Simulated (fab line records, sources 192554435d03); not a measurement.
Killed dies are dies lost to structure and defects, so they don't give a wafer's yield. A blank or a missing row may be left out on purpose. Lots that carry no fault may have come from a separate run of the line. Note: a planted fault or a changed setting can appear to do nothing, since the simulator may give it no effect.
fab line records | flow n5Finfet | part 2 of 2: steps 5 to 6 of 6
record lots=24 wafers=72 lastDay=18
route steps=1938 shown BEOL_M7@1276
lots untouched by any fault: they come from a run of this same line in which no faults occurred
startH: hours from the record's opening day to when the first of the lot's shown wafers began | waitH: hours elapsed since this lot's preceding step | " repeats the value in the row above | L1.1+2: several wafers, shown together as one row | - either no value or no given start | * or withheld: withheld | < > ~ a bound
route shown NAME@n: NAME is a module with steps in the file, n the number in the route of the first one | usual: mean/standard deviation taken from wafers without a fault | same: alike in all rows | chamber/n: place in a boat | sites: per-site readings | _std_site: how widely they spread, as a standard deviation | _edge_site: the outer-site mean with the inner-site mean subtracted | radiusMm: for every site, how far away it sits from the centre of the wafer | mask NAME#n: copy n | behind: the most recent tool/chamber to have shaped the wafer | hold: reason for holding the lot/hours on hold/outcome of the hold | device: the transistor (n, p or np) that didn't switch | end of line: tests run on the same wafers once the route is complete | a step given without rows: its recipe and nothing more | killed: at the first sort, the dies lost to defects and structure; wafer yield is something else | map: the dies of a wafer, with x for killed, . for not killed, _ for no die there
set.NAME: the setting that was run; set.NAME@STEP: the one run at that earlier step | model.NAME: the simulator's own value behind a step, which no gauge read
the route's steps for a sample of lots (tables are steps, rows are wafers)
services: the hour from which a tool's chamber was out of use, counted from the record's first day as startH (under 0 if before that day), plus the number of hours and why
## steps
# step N5_BEOL_M7_STRIP_36
# recipe chemistry=N2/H2 powerW=450 tempC=40 pressureMtorr=20 rfFrequencyHz=6e+07 overashFraction=0.3 biasPowerW=7 h2Frac=0.5 n2FlowSccm=200 h2FlowSccm=200
# usual drypumpMotorCurrentA=5.8/0.34 h2FlowSccm=200.0/0.66 oesProductAu=0.80/0.11 rfVppV=59.2/1.4 showerheadPlenumPTorr=2.54/0.065 throttleValvePct=23.49/0.15
# columns lot.wafer tool chamber startH waitH drypumpMotorCurrentA h2FlowSccm oesProductAu rfHoursCounterH rfVppV showerheadPlenumPTorr throttleValvePct
L074.4 rieDiel-05 2 205.15 0.0 5.9 201.2 0.70 220 56.4 2.51 23.54
L074.5 " 1 " " 5.2 200.1 0.75 - 59.4 2.54 23.39
L074.6 " 0 " " 5.4 200.0 0.89 - 60.3 2.70 23.49
L075.2 rieDiel-05 3 211.20 0.0 5.6 199.6 0.68 220 57.3 2.51 23.47
L075.4 " 2 " " 5.9 201.5 0.71 222 59.8 2.51 23.55
L075.6 " 3 " " 5.6 200.5 0.67 - 57.6 2.51 23.47
L077.1 rieDiel-04 2 212.75 0.0 6.2 200.3 0.87 36 58.1 2.49 23.13
L077.2 " 1 " " 6.3 200.3 0.68 235 57.2 2.60 23.66
L077.5 " 2 " " 6.2 199.6 0.87 - 59.7 2.49 23.15
L076.2 rieDiel-04 2 213.15 0.0 6.2 200.7 0.88 36 57.9 2.49 23.12
L076.3 " 3 " " 5.9 200.0 0.97 3 60.0 2.61 23.57
L076.5 " 3 " " 5.9 197.8 0.96 - 61.1 2.61 23.61
L078.2 rieDiel-05 1 239.51 0.0 5.2 199.8 0.75 161 60.2 2.54 23.41
L078.5 " 3 " " 5.6 199.6 0.66 - 57.2 2.51 23.46
L078.6 " 2 " " 5.9 200.5 0.71 - 61.5 2.51 23.58
L079.3 rieDiel-01 0 239.84 0.0 5.3 201.0 0.80 78 59.0 2.55 23.45
L079.4 " 3 " " 5.7 200.2 0.72 - 58.6 2.43 23.60
L079.5 " 1 " " 5.5 200.2 0.72 - 56.5 2.52 23.48
L080.2 rieDiel-04 0 248.85 0.0 5.6 199.7 0.98 5 58.7 2.61 23.47
L080.5 " 1 " " 6.3 199.7 0.67 - 60.1 2.59 23.68
L080.6 " 2 " " 6.2 199.7 0.86 - 60.5 2.48 23.16
L081.2 rieDiel-05 2 248.89 0.0 5.9 199.8 0.71 233 59.9 2.50 23.58
L081.4 " 3 " " 5.6 199.9 0.66 232 56.0 2.51 23.51
L081.5 " 1 " " 5.3 199.7 0.73 - 61.4 2.54 23.41
L082.1 rieDiel-04 2 252.20 0.0 6.2 200.9 0.83 49 61.3 2.48 23.14
L082.3 " 1 " " 6.3 199.0 0.66 247 60.4 2.59 23.66
L082.5 " 2 " " 6.2 200.2 0.86 - 58.0 2.48 23.15
L085.1 rieDiel-04 0 265.62 0.0 5.6 199.3 0.95 12 59.5 2.61 23.52
L085.2 " 2 " " 6.2 200.2 0.84 54 56.1 2.48 23.17
L085.6 " 2 " " 6.2 200.5 0.85 - 60.3 2.48 23.15
L083.1 rieDiel-05 0 269.04 0.0 5.4 200.0 0.86 49 60.4 2.69 23.50
L083.3 " 2 " " 5.8 199.3 0.70 238 59.2 2.50 23.58
L083.4 " 3 " " 5.6 199.4 0.66 236 59.3 2.50 23.49
L087.3 rieDiel-04 0 271.54 0.0 5.7 200.3 0.95 14 57.6 2.61 23.51
L087.4 " 1 " " 6.2 201.2 0.68 249 61.2 2.59 23.65
L087.5 " 2 " " 6.2 199.2 0.85 - 58.5 2.48 23.16
L084.2 rieDiel-05 1 271.88 0.0 5.2 200.8 0.72 172 58.8 2.53 23.42
L084.4 " 3 " " 5.6 200.2 0.67 237 59.4 2.50 23.47
L084.6 " 1 " " 5.2 201.5 0.73 - 59.1 2.53 23.42
L086.3 rieDiel-04 2 275.66 0.0 6.2 200.2 0.84 58 59.1 2.48 23.18
L086.4 " 3 " " 5.9 199.3 0.88 - 60.3 2.60 23.64
L086.5 " 2 " " 6.2 199.4 0.83 - 58.0 2.48 23.17
L088.2 rieDiel-05 3 281.49 0.0 5.6 200.9 0.66 240 58.1 2.50 23.51
L088.4 " 2 " " 5.9 199.4 0.70 - 60.4 2.50 23.61
L088.5 " 3 " " 5.6 200.3 0.65 - 56.8 2.50 23.49
L089.2 rieDiel-05 1 287.49 0.0 5.2 199.5 0.71 178 59.7 2.53 23.42
L089.3 " 0 " " 5.4 199.7 0.85 53 61.0 2.69 23.53
L089.5 " 2 " " 5.9 199.7 0.69 - 58.8 2.50 23.58
L090.3 rieDiel-04 1 306.03 0.0 6.3 200.3 0.98 6 61.5 2.59 23.33
L090.4 " 0 " " 5.7 200.3 0.91 29 57.2 2.60 23.53
L090.5 " 0 " " 5.6 200.6 0.91 - 60.8 2.60 23.55
L092.1 rieDiel-01 2 313.06 0.0 5.4 201.2 0.94 7 60.1 2.49 23.71
L092.2 " 3 " " 5.7 200.3 0.70 185 57.8 2.42 23.62
L092.3 " 0 " " 5.3 200.3 0.78 108 59.4 2.54 23.49
L091.1 rieDiel-04 1 313.25 0.0 6.2 199.2 0.97 9 60.2 2.58 23.36
L091.2 " 0 " " 5.6 199.4 0.90 32 58.8 2.60 23.54
L091.3 " 3 " " 5.9 200.2 0.88 37 58.8 2.59 23.63
L093.2 rieDiel-01 0 324.41 0.0 5.3 199.7 0.77 112 59.8 2.54 23.50
L093.3 " 3 " " 5.7 199.5 0.68 189 58.9 2.42 23.61
L093.4 " 1 " " 5.6 198.9 0.69 219 59.4 2.51 23.51
L094.1 rieDiel-01 0 331.19 0.0 5.3 200.4 0.78 114 60.0 2.54 23.52
L094.5 " 0 " " 5.3 200.5 0.77 - 60.4 2.54 23.51
L094.6 " 3 " " 5.7 199.4 0.70 - 58.6 2.42 23.62
L097.2 rieDiel-04 3 338.99 0.0 5.9 199.7 0.87 45 59.6 2.59 23.63
L097.4 " 1 " " 6.3 200.1 0.95 17 58.9 2.58 23.35
L097.5 " 0 " " 5.7 200.1 0.90 - 58.2 2.60 23.55
L096.1 rieDiel-01 1 341.41 0.0 5.6 199.5 0.69 225 59.7 2.51 23.52
L096.2 " 0 " " 5.3 199.2 0.76 118 57.3 2.53 23.51
L096.4 " 2 " " 5.4 199.6 0.91 18 58.7 2.49 23.74
L095.2 rieDiel-04 2 341.59 0.0 6.2 199.1 0.80 82 60.2 2.47 23.21
L095.3 " 3 " " 5.9 200.0 0.87 46 58.0 2.59 23.67
L095.4 " 0 " " 5.6 200.7 0.89 41 60.8 2.60 23.55
# step N5_BEOL_M7_CURE_75
# recipe tempC=370 timeS=120 ambient=DMADMS/He material=SiCOH_lowk
# usual lampPowerPct=52.31/0.055 wafer_temp_C_max=371.5/0.57
# columns lot.wafer tool chamber startH waitH lampPowerPct wafer_temp_C_max
L074.4 uvCure-01 1 205.69 0.2 52.34 371.5
L074.5 " 1 " " 52.26 371.6
L074.6 " 1 " " 52.25 371.1
L075.2 uvCure-01 1 211.64 0.1 52.32 371.2
L075.4 " 1 " " 52.31 371.8
L075.6 " 1 " " 52.26 371.9
L077.1 uvCure-02 0 213.14 0.0 52.35 372.1
L077.2 " 0 " " 52.28 372.7
L077.5 " 0 " " 52.36 371.5
L076.2 uvCure-01 0 213.61 0.1 52.30 371.2
L076.3 " 0 " " 52.21 371.3
L076.5 " 0 " " 52.34 371.5
L078.2 uvCure-03 1 240.06 0.2 52.27 371.5
L078.5 " 1 " " 52.24 371.2
L078.6 " 1 " " 52.41 371.3
L079.3 uvCure-03 0 240.41 0.2 52.23 371.0
L079.4 " 0 " " 52.32 371.9
L079.5 " 0 " " 52.21 371.6
L080.2 uvCure-02 1 249.29 0.1 52.32 371.1
L080.5 " 1 " " 52.38 370.7
L080.6 " 1 " " 52.30 370.9
L081.2 uvCure-01 0 249.33 0.1 52.26 371.6
L081.4 " 0 " " 52.33 371.5
L081.5 " 0 " " 52.34 371.8
L082.1 uvCure-01 2 252.60 0.0 52.33 372.1
L082.3 " 2 " " 52.32 371.8
L082.5 " 2 " " 52.32 371.6
L085.1 uvCure-02 0 266.01 0.0 52.33 372.0
L085.2 " 0 " " 52.43 372.0
L085.6 " 0 " " 52.39 372.2
L083.1 uvCure-02 0 269.59 0.2 52.24 372.6
L083.3 " 0 " " 52.31 372.1
L083.4 " 0 " " 52.31 372.4
L087.3 uvCure-02 1 272.38 0.5 52.39 370.6
L087.4 " 1 " " 52.33 371.1
L087.5 " 1 " " 52.22 370.7
L084.2 uvCure-03 0 272.43 0.2 52.37 371.5
L084.4 " 0 " " 52.22 371.0
L084.6 " 0 " " 52.29 370.9
L086.3 uvCure-02 2 276.19 0.2 52.27 373.1
L086.4 " 2 " " 52.29 371.8
L086.5 " 2 " " 52.31 372.2
L088.2 uvCure-03 0 281.93 0.1 52.23 371.0
L088.4 " 0 " " 52.23 371.6
L088.5 " 0 " " 52.31 371.2
L089.2 uvCure-03 0 287.93 0.1 52.32 371.1
L089.3 " 0 " " 52.21 371.2
L089.5 " 0 " " 52.20 371.1
L090.3 uvCure-01 0 306.84 0.5 52.30 370.9
L090.4 " 0 " " 52.28 370.8
L090.5 " 0 " " 52.38 370.9
L092.1 uvCure-03 2 313.45 0.0 52.27 371.6
L092.2 " 2 " " 52.38 371.6
L092.3 " 2 " " 52.24 371.9
L091.1 uvCure-02 0 313.82 0.2 52.31 372.9
L091.2 " 0 " " 52.37 372.1
L091.3 " 0 " " 52.23 372.7
L093.2 uvCure-03 0 324.85 0.1 52.31 371.1
L093.3 " 0 " " 52.33 371.0
L093.4 " 0 " " 52.30 370.8
L094.1 uvCure-01 0 331.59 0.0 52.40 371.4
L094.5 " 0 " " 52.36 371.7
L094.6 " 0 " " 52.37 371.3
L097.2 uvCure-03 0 339.43 0.1 52.29 371.0
L097.4 " 0 " " 52.36 371.4
L097.5 " 0 " " 52.38 371.6
L096.1 uvCure-03 1 341.80 0.0 52.32 371.2
L096.2 " 1 " " 52.30 371.2
L096.4 " 1 " " 52.29 371.7
L095.2 uvCure-03 1 342.15 0.2 52.33 371.1
L095.3 " 1 " " 52.38 371.8
L095.4 " 1 " " 52.35 371.6
## services
# columns tool chamber startH hours kind
rieDiel-04 3 184.80 - clean
rieDiel-04 3 184.80 - consumableReplace:focusRing
rieDiel-04 3 184.80 21.8 scheduledDown
rieDiel-04 3 184.80 21.8 ventCycle
rieDiel-05 3 190.29 7.9 repair
rieDiel-01 1 194.00 11.3 repair
rieDiel-01 0 197.51 3.7 repair
rieDiel-04 0 206.61 - clean
rieDiel-04 0 206.61 - consumableReplace:focusRing
rieDiel-04 0 206.61 19.9 scheduledDown
rieDiel-04 0 206.61 19.9 ventCycle
rieDiel-01 3 226.04 5.8 repair
rieDiel-01 2 236.17 32.3 repair
rieDiel-01 - 236.82 0.8 repair
uvCure-03 - 237.04 1.0 pm
rieDiel-04 1 253.83 13.9 repair
uvCure-02 - 259.58 1.0 pm
rieDiel-04 1 274.71 - clean
uvCure-01 - 276.47 2.1 pm
rieDiel-01 1 279.30 8.4 repair
rieDiel-01 3 286.15 4.1 repair
rieDiel-04 3 287.19 4.6 repair
rieDiel-05 - 295.90 14.6 pm
uvCure-01 - 318.51 0.3 repair
